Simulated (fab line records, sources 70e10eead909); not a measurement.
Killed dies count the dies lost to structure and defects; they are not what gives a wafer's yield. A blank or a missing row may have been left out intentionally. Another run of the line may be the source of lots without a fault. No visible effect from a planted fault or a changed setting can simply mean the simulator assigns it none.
Which tool was responsible?	flow nand_harc	24 lots, 72 wafers sampled, at 6 steps of a route of 1159

== WHAT THE GAUGES READ, wafer by wafer ==
NHARC_P_M0_OVL_MEAS_10: pitch 180 nm.
lot	measured	on	overlay_x_nm (nm)	overlay_y_nm (nm)
L074	day 5 22:53	overlay-01	1.0 1.1 1.1	-0.9 -1.2 -1.4
L076	day 6 05:38	overlay-01	0.3 1.0 0.0	-0.4 0.1 -0.4
L075	day 6 09:05	overlay-01	-1.7 -1.4 -1.4	-0.4 -0.1 -0.7
L077	day 6 10:17	overlay-02	2.1 1.4 1.3	0.4 0.0 0.4
L078	day 7 00:05	overlay-02	1.1 0.3 0.1	0.0 -0.2 0.8
L079	day 7 00:45	overlay-01	-0.5 -0.8 -0.9	0.8 0.5 0.5
L080	day 7 01:48	overlay-02	0.8 0.5 0.3	0.8 1.2 1.1
L081	day 7 10:02	overlay-02	1.5 1.4 1.9	0.3 -0.2 -0.6
L082	day 7 18:28	overlay-02	-0.3 0.0 -0.1	-1.1 -0.9 -1.4
L083	day 8 01:02	overlay-01	0.4 -0.1 -0.7	-0.3 -0.5 -0.8
L085	day 8 10:04	overlay-02	0.6 1.2 1.1	0.6 0.9 0.2
L084	day 8 10:23	overlay-02	-0.7 -1.0 -0.7	-0.8 -1.1 -1.0
L086	day 8 23:59	overlay-02	0.1 0.3 1.0	0.3 -0.1 -0.3
L087	day 9 01:04	overlay-01	1.4 1.2 1.2	0.6 0.6 1.3
L088	day 9 20:47	overlay-01	0.1 0.3 0.5	0.8 0.2 0.8
L089	day 9 22:50	overlay-01	0.2 0.2 0.0	-1.4 -1.5 -1.8
L091	day 10 01:53	overlay-01	-0.3 -0.1 -0.3	0.9 1.1 0.8
L090	day 10 02:38	overlay-01	-0.6 -0.2 -0.3	-0.3 0.2 -0.5
L092	day 10 05:51	overlay-01	-1.4 -0.6 -1.4	0.7 0.8 1.3
L093	day 10 08:04	overlay-02	-0.2 0.7 0.0	-0.6 -1.1 -1.2
L094	day 10 19:35	overlay-01	0.2 0.2 0.7	-1.5 -1.5 -0.7
L095	day 11 06:51	overlay-02	0.0 0.0 -0.3	1.7 0.9 0.8
L096	day 11 07:43	overlay-01	0.1 0.8 0.6	-0.7 -0.6 -0.7
L097	day 11 12:36	overlay-02	-0.3 -0.3 -0.7	0.2 0.4 -0.1

NHARC_P_BONDPAD_CD_MEAS_09 targets a cd of 500 nm.
lot	measured	on	cd_nm (nm)
L074	day 6 11:50	cd_sem-02	500.1 499.3 499.0
L076	day 6 19:04	cd_sem-01	501.3 501.1 499.0
L075	day 6 22:40	cd_sem-01	501.7 501.1 502.3
L077	day 6 23:52	cd_sem-03	499.3 501.8 500.0
L078	day 7 13:02	cd_sem-03	501.2 499.7 498.1
L079	day 7 14:02	cd_sem-02	501.9 501.7 497.8
L080	day 7 14:53	cd_sem-02	498.9 498.5 500.1
L081	day 7 22:59	cd_sem-03	497.3 498.0 498.8
L082	day 8 07:24	cd_sem-03	499.8 503.0 500.4
L083	day 8 13:58	cd_sem-01	499.5 501.6 501.3
L085	day 8 22:57	cd_sem-01	498.8 500.8 497.3
L084	day 9 00:03	cd_sem-01	498.5 501.5 500.4
L086	day 9 12:44	cd_sem-01	500.8 501.1 501.3
L087	day 9 13:55	cd_sem-02	503.4 504.0 505.1
L088	day 10 09:44	cd_sem-03	503.1 503.6 500.1
L089	day 10 11:38	cd_sem-03	498.9 499.7 500.4
L091	day 10 14:40	cd_sem-02	500.5 495.5 499.2
L090	day 10 15:40	cd_sem-02	498.5 501.7 500.8
L092	day 10 18:29	cd_sem-02	502.1 503.7 500.6
L093	day 10 21:26	cd_sem-03	500.2 501.7 503.0
L094	day 11 08:44	cd_sem-02	502.1 501.9 502.7
L095	day 11 19:24	cd_sem-02	499.7 500.7 501.6
L096	day 11 20:10	cd_sem-02	498.7 500.1 498.3
L097	day 12 01:17	cd_sem-02	499.5 500.0 500.5

== TOOL THAT RAN EACH LOT (tool first, then ch and the chambers of the sampled wafers, then the start) ==
lot	NHARC_P_CONTACT_ETCH_36	NHARC_P_M1_PVD_21	NHARC_P_M1_CMP_23	NHARC_P_M2_DESCUM_14
L074	rie_diel-04 ch 0,1,2, day 5 22:53 or earlier	pvd_sputter-02, day 6 05:02 or earlier	cmp-01 ch 0,1,3, day 6 05:02	rie_diel-06 ch 1,2,3, day 6 07:14
L076	rie_diel-10 ch 0,2,3, day 6 05:38 or earlier	pvd_sputter-02, day 6 12:01 or earlier	cmp-03 ch 0,1,2, day 6 12:01	rie_diel-06 ch 1,2,3, day 6 14:29
L075	rie_diel-07 ch 0,3, day 6 09:05 or earlier	pvd_sputter-01, day 6 15:41 or earlier	cmp-02 ch 0,2, day 6 15:41	rie_diel-06 ch 1,3, day 6 17:53
L077	rie_diel-07 ch 0,1,2, day 6 10:17 or earlier	pvd_sputter-01, day 6 17:13 or earlier	cmp-03 ch 0,1, day 6 17:13	rie_diel-02 ch 1,2, day 6 19:17
L078	rie_diel-04 ch 0,2,3, day 7 00:05 or earlier	pvd_sputter-01, day 7 06:37 or earlier	cmp-03 ch 0,1, day 7 06:37	rie_diel-06 ch 1,2,3, day 7 08:41
L079	rie_diel-04 ch 0,3, day 7 00:45 or earlier	pvd_sputter-03, day 7 07:02 or earlier	cmp-02 ch 0,3, day 7 07:02	rie_diel-11 ch 1,2,3, day 7 09:05
L080	rie_diel-04 ch 0,3, day 7 01:48 or earlier	pvd_sputter-03, day 7 08:22 or earlier	cmp-03 ch 0,2,3, day 7 08:22	rie_diel-06 ch 0,1,2, day 7 10:26
L081	rie_diel-10 ch 0,2,3, day 7 10:02 or earlier	pvd_sputter-02, day 7 16:19 or earlier	cmp-03 ch 2,3, day 7 16:19	rie_diel-06 ch 1,2, day 7 18:22
L082	rie_diel-10 ch 1,2, day 7 18:28 or earlier	pvd_sputter-02, day 8 01:08 or earlier	cmp-01 ch 0,1,2, day 8 01:08	rie_diel-02 ch 1,2,3, day 8 03:03
L083	rie_diel-04 ch 1,2,3, day 8 01:02 or earlier	pvd_sputter-01, day 8 07:20 or earlier	cmp-01 ch 1,2,3, day 8 07:20	rie_diel-06 ch 0,1,3, day 8 09:31
L085	rie_diel-04 ch 0,3, day 8 10:04 or earlier	pvd_sputter-03, day 8 16:32 or earlier	cmp-02 ch 0,1,2, day 8 16:32	rie_diel-06 ch 1,3, day 8 18:35
L084	rie_diel-10 ch 0,1,2, day 8 10:23 or earlier	pvd_sputter-01, day 8 17:43 or earlier	cmp-03 ch 0,2,3, day 8 17:43	rie_diel-06 ch 0,2,3, day 8 19:41
L086	rie_diel-10 ch 1,2,3, day 8 23:59 or earlier	pvd_sputter-02, day 9 06:20 or earlier	cmp-01 ch 0,1,3, day 9 06:20	rie_diel-06 ch 1,2,3, day 9 08:23
L087	rie_diel-10 ch 1,2, day 9 01:04 or earlier	pvd_sputter-02, day 9 07:27 or earlier	cmp-01 ch 1,2, day 9 07:27	rie_diel-06 ch 0,1,2, day 9 09:21
L088	rie_diel-04 ch 0,1,2, day 9 20:47 or earlier	pvd_sputter-03, day 10 03:22 or earlier	cmp-02 ch 0,1,3, day 10 03:22	rie_diel-06 ch 1,2, day 10 05:28
L089	rie_diel-04 ch 0,2, day 9 22:50 or earlier	pvd_sputter-03, day 10 05:22 or earlier	cmp-02 ch 0,2,3, day 10 05:22	rie_diel-06 ch 0,1, day 10 07:26
L091	rie_diel-04 ch 1,2,3, day 10 01:53 or earlier	pvd_sputter-01, day 10 08:18 or earlier	cmp-01 ch 1,2,3, day 10 08:18	rie_diel-06 ch 0,1,3, day 10 10:14
L090	rie_diel-10 ch 1,3, day 10 02:38 or earlier	pvd_sputter-01, day 10 09:11 or earlier	cmp-02 ch 0,2,3, day 10 09:11	rie_diel-11 ch 1,3, day 10 11:14
L092	rie_diel-04 ch 0,2,3, day 10 05:51 or earlier	pvd_sputter-01, day 10 12:11 or earlier	cmp-03 ch 1,2,3, day 10 12:11	rie_diel-06 ch 0,1,2, day 10 14:07
L093	rie_diel-10 ch 0,2,3, day 10 08:04 or earlier	pvd_sputter-01, day 10 15:01 or earlier	cmp-03 ch 1,2,3, day 10 15:01	rie_diel-06 ch 1,3, day 10 17:01
L094	rie_diel-10 ch 1,2,3, day 10 19:35 or earlier	pvd_sputter-03, day 11 02:17 or earlier	cmp-01 ch 0,2,3, day 11 02:17	rie_diel-02 ch 0,1,2, day 11 04:19
L095	rie_diel-04 ch 1,2,3, day 11 06:51 or earlier	pvd_sputter-03, day 11 13:11 or earlier	cmp-02 ch 0,2,3, day 11 13:11	rie_diel-06 ch 0,3, day 11 15:09
L096	rie_diel-04 ch 1,2, day 11 07:43 or earlier	pvd_sputter-01, day 11 13:59 or earlier	cmp-03 ch 0,1,2, day 11 13:59	rie_diel-06 ch 2,3, day 11 15:49
L097	rie_diel-10 ch 0,2,3, day 11 12:36 or earlier	pvd_sputter-02, day 11 18:55 or earlier	cmp-01 ch 0,1,3, day 11 18:55	rie_diel-02 ch 0,1,3, day 11 21:01
- NHARC_P_CONTACT_ETCH_36: etches the open film in N2/H2, target depth 260 nm, time 406.25 s.
- NHARC_P_M1_PVD_21: deposits Cu, target thk 30 nm, time 20.49 s.
- NHARC_P_M1_CMP_23: polishes, t overpolish 20 s, target thk 157.82 nm.
- NHARC_P_M2_DESCUM_14: chemistry O2, time 3 s.

== AS READ BY THE TOOLS THEMSELVES (means over the sampled wafers that have a number; for cases with no such wafer, the mark the record gives instead) ==
NHARC_P_CONTACT_ETCH_36.
lot	tool	chamber_pressure_mTorr (mTorr)	drypump_motor_current_A (A)	oes_product_au (a.u.)	rf_vpp_V (V)	showerhead_plenum_p_Torr (Torr)	throttle_valve_pct (%)
L074	rie_diel-04	30.022	5.4	1.000	433.2	2.14	14.173
L076	rie_diel-10	29.990	5.8	0.994	429.5	2.00	14.167
L075	rie_diel-07	30.013	5.2	0.988	431.7	2.09	14.177
L077	rie_diel-07	30.022	6.1	0.995	430.6	2.06	14.166
L078	rie_diel-04	29.971	5.5	1.002	433.4	2.14	14.177
L079	rie_diel-04	29.981	5.3	1.003	432.8	2.11	14.182
L080	rie_diel-04	30.011	5.8	1.005	431.8	2.12	14.167
L081	rie_diel-10	29.995	5.8	0.994	429.7	2.00	14.166
L082	rie_diel-10	29.996	5.7	0.989	431.4	2.04	14.167
L083	rie_diel-04	30.003	5.9	1.012	433.8	2.16	14.168
L085	rie_diel-04	30.040	5.7	1.007	432.5	2.12	14.168
L084	rie_diel-10	29.989	5.8	0.990	430.3	2.02	14.178
L086	rie_diel-10	30.013	5.9	1.009	430.5	2.01	14.175
L087	rie_diel-10	30.003	5.7	0.988	430.7	2.04	14.171
L088	rie_diel-04	30.012	5.5	1.004	432.7	2.14	14.175
L089	rie_diel-04	30.022	5.1	1.003	432.7	2.12	14.177
L091	rie_diel-04	30.005	5.9	1.006	433.7	2.16	14.163
L090	rie_diel-10	30.011	6.0	1.009	428.3	1.97	14.159
L092	rie_diel-04	30.025	5.6	1.019	432.9	2.13	14.178
L093	rie_diel-10	30.019	5.8	0.995	429.1	1.99	14.179
L094	rie_diel-10	29.971	5.9	0.999	429.5	2.01	14.168
L095	rie_diel-04	30.008	5.9	1.006	434.2	2.15	14.175
L096	rie_diel-04	30.012	5.7	1.005	433.3	2.16	14.168
L097	rie_diel-10	29.979	5.8	1.000	429.9	1.99	14.167

NHARC_P_M1_PVD_21.
lot	tool	chamber_pressure_pa (Pa)	throttle_valve_pct (%)
L074	pvd_sputter-02	5.002	30.2
L076	pvd_sputter-02	4.990	30.3
L075	pvd_sputter-01	4.994	30.0
L077	pvd_sputter-01	5.003	30.0
L078	pvd_sputter-01	5.009	29.8
L079	pvd_sputter-03	4.997	30.7
L080	pvd_sputter-03	5.000	29.7
L081	pvd_sputter-02	5.004	29.7
L082	pvd_sputter-02	5.009	30.2
L083	pvd_sputter-01	4.997	27.9
L085	pvd_sputter-03	5.003	29.7
L084	pvd_sputter-01	5.000	31.5
L086	pvd_sputter-02	5.009	30.2
L087	pvd_sputter-02	5.004	30.3
L088	pvd_sputter-03	4.992	29.8
L089	pvd_sputter-03	5.013	30.8
L091	pvd_sputter-01	4.986	30.6
L090	pvd_sputter-01	5.001	29.2
L092	pvd_sputter-01	5.014	28.8
L093	pvd_sputter-01	5.005	28.8
L094	pvd_sputter-03	4.997	29.9
L095	pvd_sputter-03	4.995	30.6
L096	pvd_sputter-01	5.007	30.9
L097	pvd_sputter-02	5.010	30.1

NHARC_P_M1_CMP_23.
lot	tool	motor_current_A (A)	time_to_endpoint_s (s)
L074	cmp-01	11.7	29.8
L076	cmp-03	10.4	24.9
L075	cmp-02	12.2	34.7
L077	cmp-03	11.7	27.7
L078	cmp-03	11.5	26.7
L079	cmp-02	11.8	29.8
L080	cmp-03	10.7	29.8
L081	cmp-03	9.9	27.0
L082	cmp-01	12.4	28.2
L083	cmp-01	13.1	26.2
L085	cmp-02	12.8	32.4
L084	cmp-03	10.9	27.8
L086	cmp-01	12.0	29.5
L087	cmp-01	13.6	25.9
L088	cmp-02	12.5	32.8
L089	cmp-02	12.4	30.1
L091	cmp-01	13.2	27.3
L090	cmp-02	12.4	30.5
L092	cmp-03	10.6	27.7
L093	cmp-03	10.8	27.6
L094	cmp-01	12.0	27.8
L095	cmp-02	12.4	31.0
L096	cmp-03	10.3	29.1
L097	cmp-01	11.7	27.9

NHARC_P_M2_DESCUM_14.
lot	tool	chamber_pressure_mTorr (mTorr)	drypump_motor_current_A (A)	oes_product_au (a.u.)	rf_vpp_V (V)	showerhead_plenum_p_Torr (Torr)	throttle_valve_pct (%)
L074	rie_diel-06	60.02	5.9	1.009	56.9	1.84	11.308
L076	rie_diel-06	60.00	5.9	1.002	57.4	1.84	11.312
L075	rie_diel-06	60.02	6.2	0.997	57.1	1.88	11.310
L077	rie_diel-02	60.04	5.3	0.994	56.8	1.90	11.305
L078	rie_diel-06	60.00	5.9	1.005	57.1	1.84	11.312
L079	rie_diel-11	60.02	5.8	0.994	57.7	1.88	11.310
L080	rie_diel-06	60.01	5.5	0.994	58.2	1.89	11.317
L081	rie_diel-06	59.99	5.5	1.006	57.3	1.81	11.317
L082	rie_diel-02	60.02	5.5	0.999	57.5	1.89	11.300
L083	rie_diel-06	60.00	5.8	1.001	58.4	1.93	11.310
L085	rie_diel-06	59.99	5.7	0.999	57.2	1.85	11.308
L084	rie_diel-06	60.05	6.0	1.001	58.0	1.91	11.300
L086	rie_diel-06	59.93	5.9	1.006	57.1	1.84	11.316
L087	rie_diel-06	60.01	5.5	1.000	57.9	1.89	11.307
L088	rie_diel-06	60.04	5.6	1.015	56.8	1.80	11.306
L089	rie_diel-06	59.98	5.4	0.995	57.4	1.91	11.315
L091	rie_diel-06	60.05	5.8	1.000	57.6	1.93	11.300
L090	rie_diel-11	59.98	5.7	0.984	58.0	1.89	11.309
L092	rie_diel-06	60.01	5.5	1.000	56.5	1.89	11.308
L093	rie_diel-06	60.02	5.7	0.998	56.7	1.85	11.313
L094	rie_diel-02	60.03	5.1	0.995	57.4	1.92	11.315
L095	rie_diel-06	60.01	6.3	0.983	57.9	1.95	11.312
L096	rie_diel-06	60.03	6.3	0.989	57.5	1.86	11.304
L097	rie_diel-02	60.10	5.2	0.999	57.9	1.90	11.306

== THE ANSWER, worked out from the rows above alone ==
Rule: what is usual is taken from the lots themselves. Put in order of their means at a reading, lots are off if they are a third of the lots or fewer, leave a main group of 4 or more, and stand apart from it by a gap of 3 or more times the standard deviation of the main group's means; of several such gaps the widest counts. If all means in a main group match to the digits the tables above print for the reading, that group is not used. A lot without any number at a reading at which 4 lots or more have one is off too. Where the step has rows for the other lots, those lots are counted as sound. Order of review: gauges by route order, followed by the tools' own readings, for which a lot's mean as printed above is used. The first step at which some lot is off is used, and at that step the reading that is off furthest; a lot without a number counts as furthest.
Across all readings shown, no lot is off: no conclusion can be drawn from this.

== WHAT THE SIMULATOR HAD INSERTED ==
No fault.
